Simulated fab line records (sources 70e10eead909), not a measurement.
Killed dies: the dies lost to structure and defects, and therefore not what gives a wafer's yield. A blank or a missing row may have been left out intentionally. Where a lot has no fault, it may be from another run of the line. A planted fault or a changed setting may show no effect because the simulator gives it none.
fab line records | flow nand-harc | part 2 of 2: steps 21 to 35 of 35
[record] lots = 5 | wafers = 15 | last-day = 34
route steps=1302 shown A_CONTACT@1044
lots untouched by any fault: they come from a run of this same line in which no faults occurred
start-h: the number of hours between the record's first day and the start of the first shown wafer of the lot | wait-h: hours since the lot's step before | " unchanged from the row above | L1.1+2: several wafers, shown together as one row | - either no value or no given start | * or withheld: withheld | < > ~ a bound
route shown NAME@n: a module of which the file shows steps, and the number in the route of the first | usual: average and standard deviation across the fault-free wafers | same: alike in all rows | chamber/n: place in a boat | sites: per-site readings | _std_site: how widely they spread, as a standard deviation | _edge_site: inner sites' mean taken away from outer sites' mean | radius-mm: for every site, how far away it sits from the centre of the wafer | mask NAME#n: copy n | behind: the most recent tool/chamber to have shaped the wafer | hold: why the lot went on hold/how many hours it stayed there/how the hold came to an end | device: transistor that didn't switch, given as n, p or np | end of line: the tests these same wafers got at the end of their route | for a step that has no rows: nothing shown but its recipe | killed: dies that structure and defects cost at the first sort, which is not the same as the wafer's yield | map: the dies of a wafer, with x for killed, . for not killed, _ for no die there
set.NAME: setting as actually run; set.NAME@STEP: the setting as run at that earlier step | model.NAME: the simulator's own value behind a step, which no gauge read
a table for each step, a row for each wafer; lots at some steps of the route
services: the hour from which a tool's chamber was out of use, counted from the record's first day as start-h (under 0 if before that day), plus the number of hours and why
[[steps]]
[step NHARC_A_CONTACT_STRIP_82]
[recipe] o2-flow-sccm = 500 | ar-flow-sccm = 0 | bias-w = 0 | chemistry = O2
[usual] drypump-motor-current-A = 5.9/0.47 | oes-product-au = 1.001/0.011 | rf-vpp-V = 57.8/0.91 | showerhead-plenum-p-Torr = 3.58/0.18 | throttle-valve-pct = 17.037/0.0083
lot.wafer | tool        | chamber | start-h | wait-h | drypump-motor-current-A | oes-product-au | rf-hours-counter-h | rf-vpp-V | showerhead-plenum-p-Torr | throttle-valve-pct
L081.2    | rie-diel-09 | 3       | -       | -      | 5.7                     | 1.020          | 13                 | 56.9     | 3.48                     | 17.022
L081.6    | "           | 0       | "       | "      | 5.2                     | 1.016          | -                  | 59.0     | 3.73                     | 17.050
L081.5    | "           | 1       | "       | "      | 6.3                     | 1.002          | -                  | 57.8     | 3.34                     | 17.034
L083.3    | rie-diel-08 | 3       | -       | -      | 6.3                     | 0.992          | 18                 | 58.4     | 3.73                     | 17.020
L083.4    | "           | 0       | "       | "      | 4.9                     | 0.992          | 17                 | 56.3     | 3.76                     | 17.035
L083.2    | "           | 1       | "       | "      | 6.5                     | 1.021          | 12                 | 58.0     | 3.41                     | 17.038
L084.2    | rie-diel-09 | 1       | -       | -      | 6.3                     | 1.000          | 17                 | 56.6     | 3.34                     | 17.040
L084.4    | "           | 0       | "       | "      | 5.1                     | 1.008          | 15                 | 60.1     | 3.73                     | 17.036
L084.5    | "           | 1       | "       | "      | 6.3                     | 1.002          | -                  | 57.8     | 3.34                     | 17.036
L091.2    | rie-diel-11 | 3       | -       | -      | 6.1                     | 0.993          | 9                  | 56.2     | 3.53                     | 17.026
L091.3    | "           | 0       | "       | "      | 6.2                     | 0.998          | 9                  | 58.4     | 3.80                     | 17.037
L091.4    | "           | 1       | "       | "      | 6.2                     | 1.012          | 12                 | 57.3     | 3.40                     | 17.042
L097.3    | rie-diel-08 | 3       | -       | -      | 6.3                     | 0.986          | 1                  | 58.6     | 3.71                     | 17.034
L097.4    | "           | 1       | "       | "      | 6.5                     | 1.004          | 1                  | 58.3     | 3.39                     | 17.038
L097.6    | "           | 0       | "       | "      | 4.9                     | 0.983          | -                  | 57.9     | 3.74                     | 17.030
[step NHARC_A_CONTACT_STRIP_83]
[recipe] time-s = 600 | temp-c = 30 | chemistry = post-etch-residue-remover
lot.wafer  | tool         | chamber | start-h | wait-h
L081.6+2+5 | wet-bench-04 | 3,7,0   | 602.21  | -
L083.2+4+3 | wet-bench-03 | 0,3,4   | 607.64  | -
L084.5+2+4 | wet-bench-03 | 2,3,6   | 612.61  | -
L091.4+2+3 | wet-bench-06 | 0,4,5   | 657.60  | -
L097.6+3+4 | wet-bench-06 | 3,4,6   | 739.81  | -
[step NHARC_A_CONTACT_DEP_84]
[recipe] target-thk-a = 28000 | temp-c = 400 | material = aC
[usual] throttle-valve-pct = 35.000/0.0087
lot.wafer | tool       | chamber | start-h | wait-h | throttle-valve-pct
L081.2    | acl-dep-01 | 0       | 606.18  | -      | 34.998
L081.5    | "          | 0       | "       | "      | 35.000
L081.6    | "          | 0       | "       | "      | 35.006
L083.2    | acl-dep-01 | 0       | 608.18  | -      | 35.007
L083.3    | "          | 0       | "       | "      | 35.008
L083.4    | "          | 0       | "       | "      | 34.999
L084.2    | acl-dep-01 | 0       | 615.26  | -      | 35.004
L084.4    | "          | 0       | "       | "      | 34.993
L084.5    | "          | 0       | "       | "      | 34.994
L091.2    | acl-dep-02 | 0       | 658.98  | -      | 35.013
L091.3    | "          | 0       | "       | "      | 34.992
L091.4    | "          | 0       | "       | "      | 34.991
L097.3    | acl-dep-02 | 0       | 748.02  | -      | 35.007
L097.4    | "          | 0       | "       | "      | 35.015
L097.6    | "          | 0       | "       | "      | 35.001
[step NHARC_A_CONTACT_DEP_85]
[recipe] target-thk-a = 600 | target-thk-nm = 60 | temp-c = 400 | pressure-torr = 3.5 | flow-sccm = 200 | rf-w = 350 | material = SiON
[usual] chamber-pressure-Torr = 3.501/0.0081 | heater-power-w = 714/65
lot.wafer | tool     | chamber | start-h | wait-h | chamber-pressure-Torr | heater-power-w
L081.2    | pecvd-01 | 1       | 607.70  | 1.2    | 3.497                 | 765
L081.6    | "        | 2       | "       | "      | 3.508                 | 695
L081.5    | "        | 1       | "       | "      | 3.495                 | 778
L083.3    | pecvd-04 | 0       | 609.64  | 0.9    | 3.490                 | 746
L083.2    | "        | 1       | "       | "      | 3.499                 | 641
L083.4    | "        | 0       | "       | "      | 3.488                 | 752
L084.2    | pecvd-04 | 1       | 616.78  | 1.2    | 3.484                 | 655
L084.5    | "        | 0       | "       | "      | 3.493                 | 728
L084.4    | "        | 1       | "       | "      | 3.490                 | 684
L091.2    | pecvd-01 | 2       | 660.45  | 1.2    | 3.495                 | 717
L091.3    | "        | 1       | "       | "      | 3.505                 | 683
L091.4    | "        | 0       | "       | "      | 3.499                 | 769
L097.3    | pecvd-04 | 2       | 749.20  | 0.9    | 3.497                 | 820
L097.6    | "        | 0       | "       | "      | 3.517                 | 697
L097.4    | "        | 1       | "       | "      | 3.506                 | 693
[step NHARC_A_CONTACT_DEHYDRATE_00]
[recipe] temp-c = 150 | time-s = 120
lot.wafer  | tool           | chamber | start-h | wait-h
L081.2+5+6 | litho-track-04 | 0       | 607.92  | 0.2
L083.2+3+4 | litho-track-01 | 0       | 609.91  | 0.2
L084.2+4+5 | litho-track-06 | 0       | 616.99  | 0.2
L091.2+3+4 | litho-track-01 | 0       | 660.72  | 0.2
L097.3+4+6 | litho-track-04 | 0       | 749.47  | 0.2
[step NHARC_A_CONTACT_HMDS_01]
[recipe] time-s = 30
lot.wafer  | tool           | chamber | start-h | wait-h
L081.2+5+6 | litho-track-04 | 0       | -       | -
L083.2+3+4 | litho-track-01 | 0       | -       | -
L084.2+4+5 | litho-track-06 | 0       | -       | -
L091.2+3+4 | litho-track-01 | 0       | -       | -
L097.3+4+6 | litho-track-04 | 0       | -       | -
[step NHARC_A_CONTACT_COAT_86]
[recipe] temp-c = 260 | time-s = 75
lot.wafer  | tool           | chamber | start-h | wait-h
L081.2+5+6 | litho-track-04 | 0       | -       | -
L083.2+3+4 | litho-track-01 | 0       | -       | -
L084.2+4+5 | litho-track-06 | 0       | -       | -
L091.2+3+4 | litho-track-01 | 0       | -       | -
L097.3+4+6 | litho-track-04 | 0       | -       | -
[step NHARC_A_CONTACT_COAT_87]
[recipe] temp-c = 225 | time-s = 65
lot.wafer  | tool           | chamber | start-h | wait-h
L081.2+5+6 | litho-track-04 | 0       | -       | -
L083.2+3+4 | litho-track-01 | 0       | -       | -
L084.2+4+5 | litho-track-06 | 0       | -       | -
L091.2+3+4 | litho-track-01 | 0       | -       | -
L097.3+4+6 | litho-track-04 | 0       | -       | -
[step NHARC_A_CONTACT_COAT_02]
[recipe] spin-rpm = 1500 | resist-thk-nm = 90
lot.wafer  | tool           | chamber | start-h | wait-h
L081.2+5+6 | litho-track-04 | 0       | -       | -
L083.2+3+4 | litho-track-01 | 0       | -       | -
L084.2+4+5 | litho-track-06 | 0       | -       | -
L091.2+3+4 | litho-track-01 | 0       | -       | -
L097.3+4+6 | litho-track-04 | 0       | -       | -
[step NHARC_A_CONTACT_SOFTBAKE_03]
[recipe] temp-c = 105 | time-s = 55
lot.wafer  | tool           | chamber | start-h | wait-h
L081.2+5+6 | litho-track-04 | 0       | -       | -
L083.2+3+4 | litho-track-01 | 0       | -       | -
L084.2+4+5 | litho-track-06 | 0       | -       | -
L091.2+3+4 | litho-track-01 | 0       | -       | -
L097.3+4+6 | litho-track-04 | 0       | -       | -
[step NHARC_A_CONTACT_EBR_04]
lot.wafer  | tool           | chamber | start-h | wait-h
L081.2+5+6 | litho-track-04 | 0       | -       | -
L083.2+3+4 | litho-track-01 | 0       | -       | -
L084.2+4+5 | litho-track-06 | 0       | -       | -
L091.2+3+4 | litho-track-01 | 0       | -       | -
L097.3+4+6 | litho-track-04 | 0       | -       | -
[step NHARC_A_CONTACT_EXPOSE_05]
[recipe] na = 1.35 | sigma-outer = 0.8 | dose-mj = 84.24 | mask-id = A_CC
lot.wafer  | tool            | chamber | start-h | wait-h | mask
L081.2+5+6 | arfi-scanner-02 | 0       | 608.23  | -      | A_CC#0
L083.2+3+4 | arfi-scanner-03 | 0       | 610.22  | -      | A_CC#0
L084.2+4+5 | arfi-scanner-01 | 0       | 617.30  | -      | A_CC#0
L091.2+3+4 | arfi-scanner-03 | 0       | 660.91  | -      | A_CC#0
L097.3+4+6 | arfi-scanner-02 | 0       | 749.67  | -      | A_CC#0
[step NHARC_A_CONTACT_PEB_06]
[recipe] peb-temp-c = 100 | peb-time-s = 65
lot.wafer  | tool           | chamber | start-h | wait-h
L081.2+5+6 | litho-track-06 | 0       | 608.29  | 0.1
L083.2+3+4 | litho-track-04 | 0       | 610.28  | 0.1
L084.2+4+5 | litho-track-01 | 0       | 617.36  | 0.1
L091.2+3+4 | litho-track-04 | 0       | 660.96  | 0.1
L097.3+4+6 | litho-track-06 | 0       | 749.72  | 0.0
[step NHARC_A_CONTACT_DEVELOP_07]
[recipe] develop-time-s = 35 | dev-temp-c = 23
lot.wafer  | tool           | chamber | start-h | wait-h
L081.2+5+6 | litho-track-06 | 0       | -       | -
L083.2+3+4 | litho-track-04 | 0       | -       | -
L084.2+4+5 | litho-track-01 | 0       | -       | -
L091.2+3+4 | litho-track-04 | 0       | -       | -
L097.3+4+6 | litho-track-06 | 0       | -       | -
[step NHARC_A_CONTACT_CD_MEAS_08]
[recipe] target-cd-nm = 200 | landing-energy-ev = 500
[usual] cd-nm = 200.0/0.46
lot.wafer | tool      | chamber | start-h | wait-h | cd-nm
L081.2    | cd-sem-03 | 0       | 608.37  | -      | 199.8
L081.5    | "         | 0       | "       | "      | 200.6
L081.6    | "         | 0       | "       | "      | 200.5
L083.2    | cd-sem-01 | 0       | 610.36  | -      | 199.9
L083.3    | "         | 0       | "       | "      | 200.4
L083.4    | "         | 0       | "       | "      | 200.4
L084.2    | cd-sem-02 | 0       | 617.44  | -      | 200.7
L084.4    | "         | 0       | "       | "      | 201.4
L084.5    | "         | 0       | "       | "      | 200.4
L091.2    | cd-sem-02 | 0       | 661.05  | -      | 199.4
L091.3    | "         | 0       | "       | "      | 199.3
L091.4    | "         | 0       | "       | "      | 199.0
L097.3    | cd-sem-01 | 0       | 749.80  | -      | 200.2
L097.4    | "         | 0       | "       | "      | 200.1
L097.6    | "         | 0       | "       | "      | 200.0
[[services]]
tool            | chamber | start-h | hours | kind
arfi-scanner-02 | -       | 580.04  | 0.6   | repair
rie-diel-08     | -       | 586.61  | 0.7   | repair
rie-diel-11     | 1       | 592.30  | 20.3  | repair
har-cap-etch-02 | -       | 596.77  | 0.3   | repair
acl-dep-02      | -       | 609.13  | 13.0  | pm
arfi-scanner-03 | -       | 612.48  | 1.1   | repair
rie-diel-11     | -       | 612.99  | 9.0   | pm
rie-diel-09     | -       | 620.17  | 1.2   | repair
arfi-scanner-03 | -       | 628.29  | 6.8   | repair
pecvd-04        | -       | 631.00  | 13.0  | pm
arfi-scanner-02 | -       | 660.87  | 4.0   | pm
wet-bench-06    | -       | 664.17  | 1.6   | repair
pecvd-01        | -       | 673.64  | 13.0  | pm
rie-diel-09     | -       | 674.14  | 9.0   | pm
litho-track-01  | -       | 680.00  | 7.0   | pm
pecvd-04        | -       | 685.33  | 1.9   | repair
rie-diel-08     | 3       | 700.99  | 14.5  | repair
rie-diel-11     | 2       | 702.89  | 3.4   | repair
litho-track-06  | -       | 704.00  | 7.0   | pm
har-cap-etch-01 | -       | 707.27  | 0.3   | repair
rie-diel-08     | -       | 723.74  | 9.0   | pm
rie-diel-09     | 3       | 725.36  | 9.6   | repair
litho-track-04  | -       | 728.00  | 7.0   | pm
acl-dep-01      | -       | 734.02  | 13.0  | pm
